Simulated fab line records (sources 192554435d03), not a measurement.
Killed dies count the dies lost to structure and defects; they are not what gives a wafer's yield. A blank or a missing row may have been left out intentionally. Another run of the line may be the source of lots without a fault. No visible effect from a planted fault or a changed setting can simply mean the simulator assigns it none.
Split-lot trial / flow n5_finfet / 21 wafers read from 7 lots, route of 1938 steps

ON THE SPLIT
At N5_HKMG_FIN_HK_ALD_01 (deposits HfO2, target thk 1.6 nm, pulse time 3 s, purge time 3 s), the setting ald_cycles was moved away from the recipe's 30 on 6 of the 21 wafers read, by -16.7% to +16.7%. This setting was run at the recipe's value on the other wafers.

FROM THE SPLIT TO THE READING: what the file shows between them, 5 steps
- N5_HKMG_FIN_COAT_41: time 60 s, resist thk 300 nm (also split here: temp_c)
- N5_HKMG_FIN_COAT_42: time 60 s, resist thk 35 nm
- N5_HKMG_FIN_COAT_43: resist thk 90 nm
- N5_HKMG_FIN_WET_ETCH_82: etches La2O3 in dHCl, stops on HfO2, target depth 2 nm, rinse time 30 s
- N5_HKMG_FIN_ALD_36: deposits TiN, target thk 1 nm, pulse time 1 s, purge time 3 s

THE READING
HK_THK, in nm, at N5_HKMG_FIN_THK_MEAS_70 (measures by xrf). On this fab line, fault-free wafers typically give 1.580 nm with a standard deviation of 0.022 nm.

wafer=L075.1; tool, chamber at the split=ald_hk-02, 0,2,0; ald_cycles as run=30; against the recipe=recipe; HK_THK, nm=1.596; against lot-mates on the recipe=-
wafer=L075.2; tool, chamber at the split=ald_hk-02, 0,2,0; ald_cycles as run=30; against the recipe=recipe; HK_THK, nm=1.592; against lot-mates on the recipe=-
wafer=L075.5; tool, chamber at the split=ald_hk-02, 0,2,0; ald_cycles as run=30; against the recipe=recipe; HK_THK, nm=1.570; against lot-mates on the recipe=-
wafer=L080.1; tool, chamber at the split=ald_hk-03, 2; ald_cycles as run=35; against the recipe=+16.7%; HK_THK, nm=1.846; against lot-mates on the recipe=+0.271
wafer=L080.5; tool, chamber at the split=ald_hk-03, 1,0; ald_cycles as run=30; against the recipe=recipe; HK_THK, nm=1.558; against lot-mates on the recipe=-
wafer=L080.6; tool, chamber at the split=ald_hk-03, 1,0; ald_cycles as run=30; against the recipe=recipe; HK_THK, nm=1.592; against lot-mates on the recipe=-
wafer=L082.1; tool, chamber at the split=ald_hk-01, 0; ald_cycles as run=30; against the recipe=recipe; HK_THK, nm=1.584; against lot-mates on the recipe=-
wafer=L082.3; tool, chamber at the split=ald_hk-01, 1,2; ald_cycles as run=29; against the recipe=-3.3%; HK_THK, nm=1.548; against lot-mates on the recipe=-0.036
wafer=L082.4; tool, chamber at the split=ald_hk-01, 1,2; ald_cycles as run=29; against the recipe=-3.3%; HK_THK, nm=1.567; against lot-mates on the recipe=-0.017
wafer=L084.1; tool, chamber at the split=ald_hk-01, 2,1; ald_cycles as run=30; against the recipe=recipe; HK_THK, nm=1.588; against lot-mates on the recipe=-
wafer=L084.2; tool, chamber at the split=ald_hk-01, 2,1; ald_cycles as run=30; against the recipe=recipe; HK_THK, nm=1.597; against lot-mates on the recipe=-
wafer=L084.4; tool, chamber at the split=ald_hk-01, 3; ald_cycles as run=32; against the recipe=+6.7%; HK_THK, nm=1.643; against lot-mates on the recipe=+0.050
wafer=L085.1; tool, chamber at the split=ald_hk-02, 3,2; ald_cycles as run=30; against the recipe=recipe; HK_THK, nm=1.581; against lot-mates on the recipe=-
wafer=L085.5; tool, chamber at the split=ald_hk-02, 3,2; ald_cycles as run=30; against the recipe=recipe; HK_THK, nm=1.518; against lot-mates on the recipe=-
wafer=L085.6; tool, chamber at the split=ald_hk-02, 3; ald_cycles as run=34; against the recipe=+13.3%; HK_THK, nm=1.747; against lot-mates on the recipe=+0.198
wafer=L089.3; tool, chamber at the split=ald_hk-02, 0,1,0; ald_cycles as run=30; against the recipe=recipe; HK_THK, nm=1.567; against lot-mates on the recipe=-
wafer=L089.4; tool, chamber at the split=ald_hk-02, 0,1,0; ald_cycles as run=30; against the recipe=recipe; HK_THK, nm=1.569; against lot-mates on the recipe=-
wafer=L089.6; tool, chamber at the split=ald_hk-02, 0,1,0; ald_cycles as run=30; against the recipe=recipe; HK_THK, nm=1.578; against lot-mates on the recipe=-
wafer=L094.1; tool, chamber at the split=ald_hk-02, 1; ald_cycles as run=25; against the recipe=-16.7%; HK_THK, nm=1.306; against lot-mates on the recipe=-0.268
wafer=L094.4; tool, chamber at the split=ald_hk-02, 2,3; ald_cycles as run=30; against the recipe=recipe; HK_THK, nm=1.563; against lot-mates on the recipe=-
wafer=L094.6; tool, chamber at the split=ald_hk-02, 2,3; ald_cycles as run=30; against the recipe=recipe; HK_THK, nm=1.586; against lot-mates on the recipe=-
Rows listing several chambers each stand for several wafers; the file does not say which wafer went through which chamber.

FIT RESULTS
A straight line over all 21 wafers: HK_THK changes by +0.0148 nm for each +1% of ald_cycles; r = +0.97; the points scatter about the line by 0.024 nm.
The same after taking each lot's own level away (the mean of its wafers on the recipe; 21 wafers): +0.0152 nm for each +1%; r = +0.98; scatter 0.02 nm.
The reading moves by 0.25 nm for the largest change in ald_cycles, on that fit.
From 1.5495 to 1.5925 nm: that is the span of the lots' own levels, equal to 2.0 times the standard deviation above.
The two slopes are in agreement: the lot-to-lot level therefore moves the slope only a little.
Check: for one of the wafers moved furthest among these (+16.7%), held out of the fit, the line's prediction against its lot-mates is +0.242 nm. Against them it came out at +0.271 nm.

FURTHER SPLITS ON THESE WAFERS
Note: prior to the reading, these wafers also went through further splits. Each is held against what the fit with the lots' levels taken away leaves over:
other split on the same wafers=N5_SD_EPI_N_DEVELOP_08 develop_time_s; wafers away from the commonest value=5; r with HK_THK (lot level and that fit taken away)=-0.17
other split on the same wafers=N5_SDB_COAT_03 spin_rpm; wafers away from the commonest value=8; r with HK_THK (lot level and that fit taken away)=+0.05
other split on the same wafers=N5_SDB_COAT_05 spin_rpm; wafers away from the commonest value=7; r with HK_THK (lot level and that fit taken away)=-0.04
other split on the same wafers=N5_HKMG_FIN_COAT_41 temp_c; wafers away from the commonest value=9; r with HK_THK (lot level and that fit taken away)=-0.08

FILE'S OWN FIT
HK_THK changes by +0.0153 nm for each +1% of ald_cycles, r = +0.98.
